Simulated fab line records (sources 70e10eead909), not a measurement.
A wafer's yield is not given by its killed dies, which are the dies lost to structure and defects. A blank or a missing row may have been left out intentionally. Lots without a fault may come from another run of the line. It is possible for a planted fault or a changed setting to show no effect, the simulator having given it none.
8D (eight disciplines) problem report, filled in by code :: flow nand_harc :: the parts of the form that need people (team, actions taken, sign-off) are left out

## 1. THE PROBLEM
killed_at_periphery at NHARC_END_SORT_01 reads a mean of 347 on 4 wafers of 2 lots; wafers without a fault read 4 with a standard deviation of 3.2. That is +99 or more standard deviations from the usual mean.
Seen first at day 29 15:56 on prober-02, wafer L624.4. The record holds 18 wafers of 6 lots with a number at this step. The rule behind "out" and "out of limits": a value lying over 4 standard deviations away from the usual mean. All remaining wafers that have a number are taken as sound.

## 2. WHAT THIS IS AND IS NOT
question: which readings at this step
is: killed_at_periphery, defect_limited_yield, killed_dies, sort_bin_2_pct, sort_bin_3_pct, sort_bin_4_pct, sort_n_pass, sort_rim_yield_pct, sort_yield_pct
is not: killed_at_array, killed_at_other, killed_open, killed_short

question: which lots
is: L624, L627
is not: L614, L621, L622, L633

question: which wafers of those lots
is: L624.4, L624.6, L627.3, L627.6
is not: L624.5, L627.5

question: read on which gauges
is: prober-02
is not: prober-01

question: when
is: from day 29 15:56
is not: up to then (9 sound wafers); but 5 sound wafers of L624, L627, L633 came after

## 3. SUSPECTS, AND WHAT RULES EACH OUT
Counting: if a tool at a process step up to the reading ran every lot that is out, it stays a suspect. Sound lots after the first of them don't rule it out here, since some wafers of a struck lot are sound.
- the gauge at NHARC_END_SORT_01: kept. All the wafers that are out were read on prober-02, and no step on other tools shows them out.
- ecd_cu-01 at NHARC_P_M0_ECD_22 (material Cu, target thk 400 nm): kept. It processed each lot that is out (first: L624, day 11 04:32); up to then, its last sound lot is L622 (day 10 04:46).
- rie_diel-05 at NHARC_THIN_TSV_DESCUM_14 (chemistry O2, time 3 s): kept. It processed each lot that is out (first: L624, day 28 22:35); up to then, its last sound lot is L621 (day 27 13:52).
- rie_metal-02 at NHARC_THIN_TSV_ETCH_59 (etches the open film in Cl2/BCl3, target depth 880 nm, time 138.1 s): kept. It processed each lot that is out (first: L624, day 29 04:41); up to then, its last sound lot is L621 (day 27 20:00).
Left after counting: ecd_cu-01 at NHARC_P_M0_ECD_22, rie_diel-05 at NHARC_THIN_TSV_DESCUM_14, rie_metal-02 at NHARC_THIN_TSV_ETCH_59, prober-02 at NHARC_END_SORT_01.

## 4. THE CAUSE (what the simulator had put in)
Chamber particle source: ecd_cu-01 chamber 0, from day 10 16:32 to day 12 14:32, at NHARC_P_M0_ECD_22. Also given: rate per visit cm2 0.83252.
4 suspects survive the count, and this tool is in that group.

## 5. THE EFFECT CHAIN, in route order
Each row: a reading where the mean over the struck wafers with a number is more than 3 standard deviations away from the usual. Only readings whose record carries a usual standard deviation are examined. hours: median over the lots of the time between each lot's start at the first step of this table that gives one and its start at this step. sigmas: the change, counted in usual standard deviations.
hours: 0
step: NHARC_END_SORT_01
reading: defect_limited_yield
usual: 91.6 %
on struck wafers: 43.2
change: -48.4
sigmas: -19

hours: 0
step: NHARC_END_SORT_01
reading: killed_at_periphery
usual: 4
on struck wafers: 347
change: +343
sigmas: +99 or more

hours: 0
step: NHARC_END_SORT_01
reading: killed_dies
usual: 57
on struck wafers: 384
change: +328
sigmas: +19

hours: 0
step: NHARC_END_SORT_01
reading: sort_bin_2_pct
usual: 3.0 %
on struck wafers: 21.0
change: +18.0
sigmas: +16

hours: 0
step: NHARC_END_SORT_01
reading: sort_bin_3_pct
usual: 0.6 %
on struck wafers: 4.0
change: +3.4
sigmas: +9.6

hours: 0
step: NHARC_END_SORT_01
reading: sort_bin_4_pct
usual: 4.9 %
on struck wafers: 31.7
change: +26.8
sigmas: +18

hours: 0
step: NHARC_END_SORT_01
reading: sort_n_pass
usual: 620
on struck wafers: 292
change: -328
sigmas: -19

hours: 0
step: NHARC_END_SORT_01
reading: sort_rim_yield_pct
usual: 91 %
on struck wafers: 42
change: -49
sigmas: -13

hours: 0
step: NHARC_END_SORT_01
reading: sort_yield_pct
usual: 91.6 %
on struck wafers: 43.2
change: -48.4
sigmas: -19

## 6. WHAT WOULD HAVE CAUGHT IT SOONER
In this record the first reading out of limits at a measuring or inspecting step was taken at day 29 15:56, 455 hours after the fault began at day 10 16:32.
All the lots that are out (2) had begun NHARC_P_M0_ECD_22 on ecd_cu-01 by day 29 15:56. Had the tool been put on hold then, not one of them would have been saved.
